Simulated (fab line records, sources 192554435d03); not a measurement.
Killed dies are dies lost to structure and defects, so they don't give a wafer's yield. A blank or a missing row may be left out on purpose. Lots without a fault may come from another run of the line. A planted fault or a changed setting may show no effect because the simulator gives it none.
Chamber matching | flow n5_finfet | N5_MIM_TOP_ALD_00 on ald_hk-03: 4 sister chambers
The step deposits Al2O3, purge time 3 s, co reactant pulse time 3 s. 8 wafers are shown with their chamber, then 10 later ones without.

WAFERS WITH THEIR CHAMBER
wafer  | chamber | precursor_pulse_height_rel
L076.1 | 1       | 1.020
L077.1 | 2       | 0.973
L077.5 | 1       | 1.007
L083.2 | 2       | 0.987
L080.1 | 0       | 0.998
L080.6 | 3       | 1.017
L081.2 | 0       | 0.989
L081.3 | 3       | 0.987

WAFERS WITHOUT THEIR CHAMBER
wafer  | precursor_pulse_height_rel
L081.4 | 0.991
L087.1 | 1.015
L087.2 | 1.028
L087.4 | 1.008
L091.1 | 1.002
L091.4 | 0.985
L091.5 | 0.961
L094.4 | 0.961
L094.5 | 0.996
L094.6 | 1.024

WHICH CHAMBER EACH WENT THROUGH
wafer  | from the rows above               | in truth
L081.4 | can't be placed: 0 or 2 or 3 or 1 | 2
L087.1 | can't be placed: 1 or 3 or 0      | 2
L087.2 | can't be placed: 1 or 3 or 0      | 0
L087.4 | can't be placed: 1 or 3 or 0 or 2 | 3
L091.1 | can't be placed: 3 or 0 or 1 or 2 | 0
L091.4 | can't be placed: 2 or 0 or 3 or 1 | 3
L091.5 | can't be placed: 2 or 0 or 3      | 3
L094.4 | can't be placed: 2 or 0 or 3      | 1
L094.5 | can't be placed: 0 or 3 or 2 or 1 | 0
L094.6 | can't be placed: 1 or 3 or 0      | 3
Placed correctly: 0 of 10. Can't be placed from these rows: 10 (the true chamber is among the candidates in 8). Placed wrongly: 0.
How it was worked out, from the rows above alone: a wafer's distance from a chamber is the root of the sum, over the readings, of the square of ((its reading less the chamber's mean) divided by the reading's scatter). The wafer belongs to the nearest chamber; if the next one is less than 2 further off, it can't be placed. A chamber's mean is the mean of its shown wafers. The scatter: the root of (the sum of the squares of (reading less its chamber's mean) over the shown wafers, divided by (wafers less chambers)).
